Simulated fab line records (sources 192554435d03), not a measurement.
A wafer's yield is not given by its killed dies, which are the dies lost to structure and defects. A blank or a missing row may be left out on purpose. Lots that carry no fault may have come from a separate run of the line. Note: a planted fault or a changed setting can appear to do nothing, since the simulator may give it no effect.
Struck lot and sound lot, side by side | flow n5 finfet | 15 out of 1938 route steps
Sound: the wafers L661.2, L661.3, L661.5. Struck: wafers L673.2, L673.3, L673.5. The cause comes at the end.
For every step that has rows: the tool of each side, followed by ch and its chambers, followed by its first start. Under that, the readings that differ: sound wafers | struck wafers | difference of the means | sigmas: that difference in standard deviations of wafers without a fault.
alike: same words and numbers on both sides, and readings whose means sit less than 2 such deviations apart. not compared: any withheld reading, any reading some wafer has no value for, any bound like >300 that may hide the same value, and any number with overlapping values for which the record gives no deviation.
The two part at a step that has a row with sigmas, a row that says differs or no value, or rows on one side only. Numbers that have no deviation but don't overlap get no sigmas and don't part them. Lack of a reading on every wafer of one side parts them only where that side has two or more wafers.

first, 1 step without rows for these wafers: N5_MOL_CONTACT_COAG_VIA_ETCH_117 (etches SiO2 in C4F6/O2, target depth 40 nm, overetch 8 nm, time 26 s).
N5_MOL_CONTACT_COAG_ETCH_124: etches SiNx in CH3F/O2, stops on SiOC, target depth 6.5 nm.
  sound on rie diel-02 ch 1,3, day 5 21:50; struck on rie diel-06 ch 2,3, day 9 04:07
  alike: drypump motor current A, oes_o_777_au, oes product au, rf vpp V, showerhead plenum p Torr, throttle valve pct
  not compared: rf hours counter h
N5_MOL_CONTACT_COAG_ETCH_48: etches SiOC in C4F6/O2, target depth 15 nm, overetch 4.5 nm, time 17 s.
  sound on rie diel-02 ch 1,3, day 5 21:52; struck on rie diel-06 ch 2,3, day 9 04:10
  alike: drypump motor current A, oes_o_777_au, oes product au, rf vpp V, showerhead plenum p Torr, throttle valve pct
  not compared: rf hours counter h
N5_MOL_CONTACT_COAG_STRIP_72: strips in N2/H2.
  sound on rie diel-02 ch 1,3, day 5 21:55; struck on rie diel-06 ch 2,3, day 9 04:13
  reading    | sound             | struck            | difference | sigmas
  temp c (C) | 40.05 40.08 40.19 | 39.63 40.04 39.93 | -0.24      | -2
  alike: drypump motor current A, oes product au, rf vpp V, showerhead plenum p Torr, throttle valve pct
  not compared: rf hours counter h
N5_MOL_CONTACT_COAG_STRIP_49: strips in N2/H2, time 30 s.
  sound on plasma asher-02 ch 0,1, day 5 22:00; struck on plasma asher-02 ch 1, day 9 04:17
  reading    | sound                | struck               | difference | sigmas
  temp c (C) | 250.23 250.40 250.02 | 249.68 249.69 249.93 | -0.45      | -3
  alike: drypump motor current A, heater power w
  not compared: rf hours counter h
then, 2 steps without rows for these wafers: N5_MOL_CONTACT_COAG_PRECLEAN_138 (cleans in alkaline clean, time 60 s); N5_MOL_CONTACT_COAG_SRD_139 (time 30 s).
N5_MOL_CONTACT_COAG_CD_MEAS_101: the cd target is 16 nm.
  sound on cd sem-01, day 5 22:09; struck on cd sem-02, day 9 04:26
  reading    | sound          | struck         | difference | sigmas
  cd nm (nm) | 15.8 15.8 15.4 | 16.0 16.8 16.7 | +0.8       | +2
after that, 1 step had no rows for these wafers: N5_MOL_CONTACT_COAG_PRE_CLEAN_121.
N5_MOL_CONTACT_COAG_CVD_140: deposits W, target thk 66.5 nm, time 215 s.
  sound on cvd w-02 ch 1, day 5 22:17; struck on cvd w-01 ch 0,1, day 9 04:34
  alike: heater power w
then, 2 steps without rows for these wafers: N5_MOL_CONTACT_COAG_PRECLEAN_127 (cleans in DIW, time 57.5 s); N5_MOL_CONTACT_COAG_SRD_128 (dry time 32 s).
N5_MOL_CONTACT_COAG_CMP_52: polishes, stops on SiO2, t overpolish 1.5 s, target thk 66.5 nm.
  sound on cmp-04 ch 0,1, day 5 22:36; struck on cmp-04 ch 0,1,2, day 9 04:58
  reading          | sound             | struck            | difference | sigmas
  platen rpm (rpm) | 50.29 50.33 50.24 | 52.27 52.29 52.31 | +2.00      | +59
  alike: motor current A, overpolish run s, retaining ring pressure frac, time to endpoint s
N5_MOL_CONTACT_COAG_THK_MEAS_53:
  sound on film metro-02, day 5 22:54; struck on film metro-01, day 9 05:11
  alike: VIA_MOL_THK
after that, 1 step had no rows for these wafers: N5_PASSIVATION_PROBE_49.

== WHERE THEY PART ==
Last at N5_MOL_CONTACT_COAG_CMP_52 as far as this record goes, first at N5_MOL_CONTACT_COAG_STRIP_72. Later steps at which nothing parts them and some readings are alike: N5_MOL_CONTACT_COAG_THK_MEAS_53.

WHY: the cause the simulator had injected
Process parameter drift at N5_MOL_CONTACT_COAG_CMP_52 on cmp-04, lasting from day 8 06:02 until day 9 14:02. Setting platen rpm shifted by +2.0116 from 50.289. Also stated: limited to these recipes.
